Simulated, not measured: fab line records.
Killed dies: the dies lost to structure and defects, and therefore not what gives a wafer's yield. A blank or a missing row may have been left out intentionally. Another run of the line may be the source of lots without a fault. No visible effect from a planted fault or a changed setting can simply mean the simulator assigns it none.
Which of the tools did it? -- flow n5 finfet -- 72 wafers from 24 lots sampled at 6 of the route's 1938 steps

WHAT THE GAUGES SHOWED, per wafer
N5_BEOL_M13_CD_MEAS_28 targets a cd of 209.5 nm.
lot,measured,on,cd nm (nm)
L074,day 10 19:10,cd sem-01,209.5 210.5 210.6
L075,day 10 20:45,cd sem-03,210.3 208.4 209.4
L076,day 10 23:29,cd sem-01,209.6 209.4 209.8
L077,day 11 17:43,cd sem-01,210.7 209.5 210.8
L078,day 12 00:30,cd sem-01,209.5 209.9 209.5
L079,day 12 08:05,cd sem-01,208.6 207.7 208.3
L080,day 12 14:05,cd sem-01,210.3 209.9 209.8
L081,day 12 22:32,cd sem-01,210.0 210.7 209.3
L082,day 13 04:11,cd sem-03,209.6 210.1 209.8
L083,day 13 08:49,cd sem-03,210.2 209.1 210.1
L086,day 13 09:31,cd sem-03,210.0 209.7 210.1
L084,day 13 14:13,cd sem-01,209.1 209.4 209.8
L085,day 13 15:21,cd sem-02,209.2 207.0 207.5
L087,day 14 04:07,cd sem-03,209.0 208.9 209.9
L088,day 14 13:12,cd sem-01,209.9 210.3 210.4
L089,day 14 13:22,cd sem-02,210.3 210.5 210.5
L091,day 14 23:50,cd sem-01,209.0 208.8 209.5
L092,day 15 02:37,cd sem-03,209.9 209.6 209.5
L090,day 15 02:47,cd sem-03,208.8 209.7 208.8
L094,day 16 01:36,cd sem-03,208.9 210.7 210.0
L096,day 16 07:34,cd sem-03,208.3 208.2 208.5
L097,day 16 08:26,cd sem-02,208.6 208.5 208.5
L095,day 16 09:04,cd sem-01,208.9 209.0 208.6
L093,day 16 09:46,cd sem-03,207.1 209.8 208.8

N5_BEOL_M13_INSPECT_30: inspects for defects (macro).
lot,measured,on,raw defect count
L074,day 10 19:13,defect inspect-01,2 1 2
L075,day 10 20:49,defect inspect-01,3 2 1
L076,day 10 23:32,defect inspect-02,1 3 5
L077,day 11 17:46,defect inspect-02,2 0 3
L078,day 12 00:34,defect inspect-01,1 3 1
L079,day 12 08:09,defect inspect-01,2 0 3
L080,day 12 14:08,defect inspect-01,0 3 0
L081,day 12 22:35,defect inspect-01,2 3 3
L082,day 13 04:14,defect inspect-01,2 6 3
L083,day 13 08:52,defect inspect-01,4 3 2
L086,day 13 09:34,defect inspect-01,1 1 4
L084,day 13 14:16,defect inspect-02,2 1 3
L085,day 13 15:24,defect inspect-02,1 0 2
L087,day 14 04:10,defect inspect-01,4 3 1
L088,day 14 13:16,defect inspect-01,1 0 4
L089,day 14 13:25,defect inspect-01,0 1 1
L091,day 14 23:54,defect inspect-01,5 1 1
L092,day 15 02:41,defect inspect-01,4 1 1
L090,day 15 02:50,defect inspect-01,1 2 2
L094,day 16 01:40,defect inspect-01,2 0 2
L096,day 16 07:37,defect inspect-01,0 2 1
L097,day 16 08:30,defect inspect-02,1 2 5
L095,day 16 09:07,defect inspect-02,1 1 0
L093,day 16 09:49,defect inspect-01,1 1 3

N5_BEOL_M13_THK_MEAS_50: measures by xrf.
lot,measured,on,M13_THK (nm)
L074,day 10 21:59,film metro-02,433 433 448
L075,day 10 22:52,film metro-02,425 431 439
L076,day 11 03:53,film metro-01,425 429 426
L077,day 11 21:35,film metro-02,438 435 424
L078,day 12 04:11,film metro-02,431 435 432
L079,day 12 12:20,film metro-02,432 433 437
L080,day 12 17:56,film metro-01,435 435 428
L081,day 13 02:47,film metro-01,425 425 433
L082,day 13 08:22,film metro-02,431 435 428
L083,day 13 12:46,film metro-01,434 435 426
L086,day 13 13:44,film metro-02,421 426 424
L084,day 13 19:16,film metro-01,426 435 425
L085,day 13 19:55,film metro-02,421 423 424
L087,day 14 06:53,film metro-02,426 436 434
L088,day 14 18:44,film metro-01,424 436 426
L089,day 14 19:07,film metro-01,434 430 431
L091,day 15 02:04,film metro-01,430 438 425
L092,day 15 05:26,film metro-02,418 413 414
L090,day 15 10:38,film metro-02,436 429 437
L094,day 16 04:19,film metro-02,422 421 422
L096,day 16 11:01,film metro-02,444 430 442
L097,day 16 12:25,film metro-01,419 430 421
L095,day 16 13:42,film metro-01,447 429 442
L093,day 16 13:35,film metro-01,435 420 422

WHAT TOOL EACH LOT RAN ON (gives the tool, then ch and the chambers of the sampled wafers, and finally the start)
lot,N5_BEOL_M13_DESCUM_15,N5_BEOL_M13_STRIP_37,N5_BEOL_M13_ANNEAL_48
L074,"rie diel-05 ch 0,1,2, day 10 18:11","plasma asher-02 ch 0,1, day 10 19:53","rtp anneal-02 ch 0, day 10 21:16"
L075,"rie diel-03 ch 2,3, day 10 19:46","plasma asher-01 ch 0,1, day 10 21:28","rtp anneal-01 ch 0, day 10 22:17"
L076,"rie diel-01 ch 1,3, day 10 22:37","plasma asher-02 ch 0,1, day 11 00:14","rtp anneal-02 ch 0, day 11 03:09"
L077,"rie diel-03 ch 1,3, day 11 16:51","plasma asher-02 ch 0,1, day 11 18:50","rtp anneal-01 ch 0, day 11 21:05"
L078,"rie diel-03 ch 0,1, day 11 23:31","plasma asher-01 ch 0,1, day 12 01:13","rtp anneal-01 ch 0, day 12 03:35"
L079,"rie diel-03 ch 0,1, day 12 07:14","plasma asher-01 ch 0,1, day 12 08:49","rtp anneal-01 ch 0, day 12 11:44"
L080,"rie diel-03 ch 0,1,3, day 12 13:14","plasma asher-01 ch 0,1, day 12 15:37","rtp anneal-01 ch 0, day 12 17:21"
L081,"rie diel-01 ch 1,2, day 12 21:40","plasma asher-02 ch 0,1, day 12 23:23","rtp anneal-02 ch 0, day 13 02:20"
L082,"rie diel-01 ch 0,1,3, day 13 03:19","plasma asher-01 ch 0,1, day 13 05:01","rtp anneal-02 ch 0, day 13 07:50"
L083,"rie diel-01 ch 0,1,2, day 13 07:56","plasma asher-02 ch 0,1, day 13 10:16","rtp anneal-01 ch 0, day 13 12:11"
L086,"rie diel-03 ch 2,3, day 13 08:39","plasma asher-02 ch 0,1, day 13 11:04","rtp anneal-02 ch 0, day 13 12:54"
L084,"rie diel-01 ch 1,2,3, day 13 13:21","plasma asher-02 ch 0,1, day 13 15:31","rtp anneal-01 ch 0, day 13 18:41"
L085,"rie diel-03 ch 0,2,3, day 13 14:27","plasma asher-01 ch 0,1, day 13 16:04","rtp anneal-01 ch 0, day 13 19:22"
L087,"rie diel-05 ch 0,3, day 14 03:15","plasma asher-01 ch 0,1, day 14 04:50","rtp anneal-01 ch 0, day 14 06:20"
L088,"rie diel-03 ch 0,1,2, day 14 12:21","plasma asher-02 ch 0,1, day 14 14:05","rtp anneal-02 ch 0, day 14 18:09"
L089,"rie diel-05 ch 2,3, day 14 12:31","plasma asher-02 ch 0,1, day 14 14:31","rtp anneal-01 ch 0, day 14 18:37"
L091,"rie diel-01 ch 2,3, day 14 22:52","plasma asher-01 ch 0,1, day 15 00:33","rtp anneal-02 ch 0, day 15 01:32"
L092,"rie diel-03 ch 1,2,3, day 15 01:38","plasma asher-01 ch 0, day 15 03:27","rtp anneal-02 ch 0, day 15 04:51"
L090,"rie diel-01 ch 0,3, day 15 01:54","plasma asher-01 ch 0,1, day 15 03:59","rtp anneal-02 ch 0, day 15 10:06"
L094,"rie diel-05 ch 1,2, day 16 00:37","plasma asher-01 ch 0,1, day 16 02:19","rtp anneal-01 ch 0, day 16 03:44"
L096,"rie diel-01 ch 0,1, day 16 06:34","plasma asher-01 ch 0,1, day 16 08:16","rtp anneal-01 ch 0, day 16 10:27"
L097,"rie diel-03 ch 0,2, day 16 07:26","plasma asher-01 ch 0,1, day 16 09:28","rtp anneal-01 ch 0, day 16 11:49"
L095,"rie diel-01 ch 0,1,2, day 16 08:04","plasma asher-02 ch 0,1, day 16 09:59","rtp anneal-02 ch 0, day 16 12:50"
L093,"rie diel-01 ch 0,3, day 16 08:54","plasma asher-01 ch 0,1, day 16 10:29","rtp anneal-01 ch 0, day 16 13:05"
- N5_BEOL_M13_DESCUM_15: chemistry O2, time 7.9 s.
- N5_BEOL_M13_STRIP_37: strips in N2/H2.
- N5_BEOL_M13_ANNEAL_48: time 90 s.

WHAT THE TOOLS THEMSELVES READ (means of the sampled wafers that have a number; where no wafer has one, the mark that the record gives instead)
N5_BEOL_M13_DESCUM_15.
lot,tool,drypump motor current A (A),oes product au (a.u.),rf vpp V (V),showerhead plenum p Torr (Torr),throttle valve pct (%)
L074,rie diel-05,5.6,0.78,244.2,2.11,20.51
L075,rie diel-03,5.7,0.78,243.2,2.11,20.36
L076,rie diel-01,5.5,0.87,243.7,2.12,20.32
L077,rie diel-03,6.2,0.81,245.1,2.15,20.37
L078,rie diel-03,6.1,0.75,242.6,2.07,20.26
L079,rie diel-03,6.2,0.75,242.2,2.06,20.27
L080,rie diel-03,6.2,0.77,243.3,2.10,20.33
L081,rie diel-01,5.7,0.81,243.5,2.09,20.36
L082,rie diel-01,5.5,0.82,243.5,2.11,20.35
L083,rie diel-01,5.7,0.78,242.2,2.08,20.38
L086,rie diel-03,5.7,0.76,243.0,2.10,20.36
L084,rie diel-01,5.5,0.83,243.8,2.09,20.25
L085,rie diel-03,5.9,0.76,243.5,2.07,20.32
L087,rie diel-05,5.6,0.89,242.7,2.07,20.63
L088,rie diel-03,5.9,0.72,243.0,2.08,20.36
L089,rie diel-05,5.3,0.76,242.5,2.09,20.61
L091,rie diel-01,5.4,0.85,242.9,2.09,20.16
L092,rie diel-03,6.0,0.74,244.7,2.12,20.43
L090,rie diel-01,5.4,0.77,244.2,2.10,20.39
L094,rie diel-05,5.4,0.81,242.8,2.12,20.22
L096,rie diel-01,5.6,0.74,243.4,2.09,20.51
L097,rie diel-03,5.7,0.71,242.2,2.04,20.36
L095,rie diel-01,5.7,0.75,241.8,2.07,20.41
L093,rie diel-01,5.3,0.81,242.6,2.11,20.28

N5_BEOL_M13_STRIP_37.
lot,tool,drypump motor current A (A),heater power w (W),oes product au (a.u.)
L074,plasma asher-02,6.5,315,0.792
L075,plasma asher-01,5.9,354,0.776
L076,plasma asher-02,6.5,316,0.774
L077,plasma asher-02,6.5,320,0.777
L078,plasma asher-01,5.9,357,0.790
L079,plasma asher-01,5.8,359,0.771
L080,plasma asher-01,6.2,348,0.788
L081,plasma asher-02,6.5,316,0.794
L082,plasma asher-01,6.2,348,0.796
L083,plasma asher-02,6.5,309,0.780
L086,plasma asher-02,6.4,319,0.782
L084,plasma asher-02,6.5,312,0.788
L085,plasma asher-01,6.2,343,0.780
L087,plasma asher-01,6.2,348,0.776
L088,plasma asher-02,6.4,321,0.774
L089,plasma asher-02,6.4,331,0.796
L091,plasma asher-01,5.8,358,0.797
L092,plasma asher-01,5.6,369,0.789
L090,plasma asher-01,6.2,349,0.786
L094,plasma asher-01,6.2,351,0.786
L096,plasma asher-01,6.2,347,0.782
L097,plasma asher-01,6.2,348,0.786
L095,plasma asher-02,6.4,321,0.801
L093,plasma asher-01,6.2,347,0.783

N5_BEOL_M13_ANNEAL_48.
lot,tool,anneal temp c max,wafer_temp_C_max
L074,rtp anneal-02,226.7,226.6
L075,rtp anneal-01,225.6,225.6
L076,rtp anneal-02,226.7,227.0
L077,rtp anneal-01,225.6,225.6
L078,rtp anneal-01,225.9,225.8
L079,rtp anneal-01,225.8,225.7
L080,rtp anneal-01,225.6,225.6
L081,rtp anneal-02,226.8,226.7
L082,rtp anneal-02,226.3,227.6
L083,rtp anneal-01,225.5,225.7
L086,rtp anneal-02,226.4,227.2
L084,rtp anneal-01,225.9,225.7
L085,rtp anneal-01,225.8,225.6
L087,rtp anneal-01,225.9,225.6
L088,rtp anneal-02,226.7,226.9
L089,rtp anneal-01,226.0,225.5
L091,rtp anneal-02,226.5,227.3
L092,rtp anneal-02,226.7,226.3
L090,rtp anneal-02,226.5,227.3
L094,rtp anneal-01,225.9,225.5
L096,rtp anneal-01,225.7,225.9
L097,rtp anneal-01,225.6,225.4
L095,rtp anneal-02,226.6,227.1
L093,rtp anneal-01,225.8,225.8

THE ANSWER, worked out from the rows above alone
Rule: what is usual is taken from the lots themselves. Put in order of their means at a reading, lots are off if they are a third of the lots or fewer, leave a main group of 4 or more, and stand apart from it by a gap of 3 or more times the standard deviation of the main group's means; of several such gaps the widest counts. If all means in a main group match to the digits the tables above print for the reading, that group is not used. A lot without any number at a reading at which 4 lots or more have one is off too. Any other lot the step has rows for is counted as sound. After the gauges, taken in route order, come the tools' own readings; for these a lot's mean is taken, as printed above. The first step at which some lot is off is used, and at that step the reading that is off furthest; a lot without a number counts as furthest.
Across all readings shown, no lot is off: no conclusion can be drawn from this.

WHAT HAD BEEN PUT IN BY THE SIMULATOR
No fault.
